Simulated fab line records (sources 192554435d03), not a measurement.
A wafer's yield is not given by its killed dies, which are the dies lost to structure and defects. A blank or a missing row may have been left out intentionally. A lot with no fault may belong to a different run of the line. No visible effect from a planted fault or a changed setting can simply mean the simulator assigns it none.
Split-lot study + flow n5-finfet + route with 1938 steps; 7 lots, 21 wafers read

ABOUT THE SPLIT
At N5_MIM_TOP_SPUTTER_03 (material TiN, target thk 35 nm, time 89.7 s), the setting time-s was moved away from the recipe's 89.7 s on 6 of the 21 wafers read, by +4.5% to +13.7%. The other wafers ran this setting at the recipe's value.

The split's own step is where the reading is taken.

THE READING
TiN_of_MIM_TOP_SPUTTER_03.thk-nm (the simulator's own value, which no gauge read), in nm, at N5_MIM_TOP_SPUTTER_03 (material TiN, target thk 35 nm, time 89.7 s). The file gives no usual value for it. Average 34.7 nm, standard deviation 0.28 nm, over the 15 wafers here run with the recipe.

| wafer  | tool, chamber at the split | time-s as run, s | against the recipe | TiN_of_MIM_TOP_SPUTTER_03.thk-nm, nm | against lot-mates on the recipe |
|--------|----------------------------|------------------|--------------------|--------------------------------------|---------------------------------|
| L075.2 | pvd-sputter-02, -          | 89.7             | recipe             | 34.2                                 | -                               |
| L075.4 | pvd-sputter-02, -          | 93.71            | +4.5%              | 35.6                                 | +1.2                            |
| L075.6 | pvd-sputter-02, -          | 89.7             | recipe             | 34.6                                 | -                               |
| L078.2 | pvd-sputter-03, -          | 89.7             | recipe             | 34.6                                 | -                               |
| L078.4 | pvd-sputter-03, -          | 89.7             | recipe             | 34.4                                 | -                               |
| L078.6 | pvd-sputter-03, -          | 89.7             | recipe             | 34.4                                 | -                               |
| L080.3 | pvd-sputter-02, -          | 89.7             | recipe             | 34.6                                 | -                               |
| L080.4 | pvd-sputter-02, -          | 89.7             | recipe             | 34.8                                 | -                               |
| L080.6 | pvd-sputter-02, -          | 89.7             | recipe             | 34.8                                 | -                               |
| L076.3 | pvd-sputter-03, -          | 101.1            | +12.7%             | 39.8                                 | no lot-mate on the recipe       |
| L076.4 | pvd-sputter-03, -          | 101.1            | +12.7%             | 39.6                                 | no lot-mate on the recipe       |
| L076.6 | pvd-sputter-03, -          | 101.1            | +12.7%             | 39.2                                 | no lot-mate on the recipe       |
| L090.2 | pvd-sputter-01, -          | 102              | +13.7%             | 39.8                                 | +5.0                            |
| L090.3 | pvd-sputter-01, -          | 102              | +13.7%             | 39.6                                 | +4.8                            |
| L090.6 | pvd-sputter-01, -          | 89.7             | recipe             | 34.8                                 | -                               |
| L091.2 | pvd-sputter-03, -          | 89.7             | recipe             | 35                                   | -                               |
| L091.3 | pvd-sputter-03, -          | 89.7             | recipe             | 34.6                                 | -                               |
| L091.5 | pvd-sputter-03, -          | 89.7             | recipe             | 34.8                                 | -                               |
| L088.2 | pvd-sputter-01, -          | 89.7             | recipe             | 35                                   | -                               |
| L088.5 | pvd-sputter-01, -          | 89.7             | recipe             | 35.2                                 | -                               |
| L088.6 | pvd-sputter-01, -          | 89.7             | recipe             | 35.2                                 | -                               |

THE FIT
A straight line over all 21 wafers: TiN_of_MIM_TOP_SPUTTER_03.thk-nm changes by +0.369 nm for each +1% of time-s; r = +0.99; the points scatter about the line by 0.33 nm.
The same after taking each lot's own level away (the mean of its wafers on the recipe; 18 wafers): +0.354 nm for each +1%; r = +1.00; scatter 0.16 nm.
On that fit, the largest move of time-s shifts the reading by 4.9 nm.
Measured against the standard deviation above, the lots' own levels, which go from 34.40 to 35.13 nm, span 2.6 times it.
So the lot-to-lot level changes the slope little: the two slopes agree.
Check: for one of the wafers moved furthest among these (+13.7%), held out of the fit, the line's prediction against its lot-mates is +4.7 nm. Against them it came out at +5 nm.

ADDITIONAL SPLITS CARRIED BY THESE WAFERS
These wafers also went through other splits before the reading. Each is held against what the fit with the lots' levels taken away leaves over:
| other split on the same wafers | wafers away from the commonest value | r with TiN_of_MIM_TOP_SPUTTER_03.thk-nm (lot level and that fit taken away) |
|--------------------------------|--------------------------------------|-----------------------------------------------------------------------------|
| N5_BEOL_M11_EXPOSE_08 dose-mj  | 9                                    | +0.30                                                                       |
| N5_BEOL_M12_COAT_66 spin-rpm   | 9                                    | +0.34                                                                       |
| N5_BEOL_M14_COAT_22 spin-rpm   | 8                                    | -0.35                                                                       |
| N5_BEOL_M14_SPUTTER_43 power-w | 6                                    | -0.39                                                                       |
| N5_BEOL_M14_DEP_53 time-s      | 4                                    | +0.07                                                                       |

THE FILE'S OWN FIT
TiN_of_MIM_TOP_SPUTTER_03.thk-nm changes by +0.349 nm for each +1% of time-s, r = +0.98.
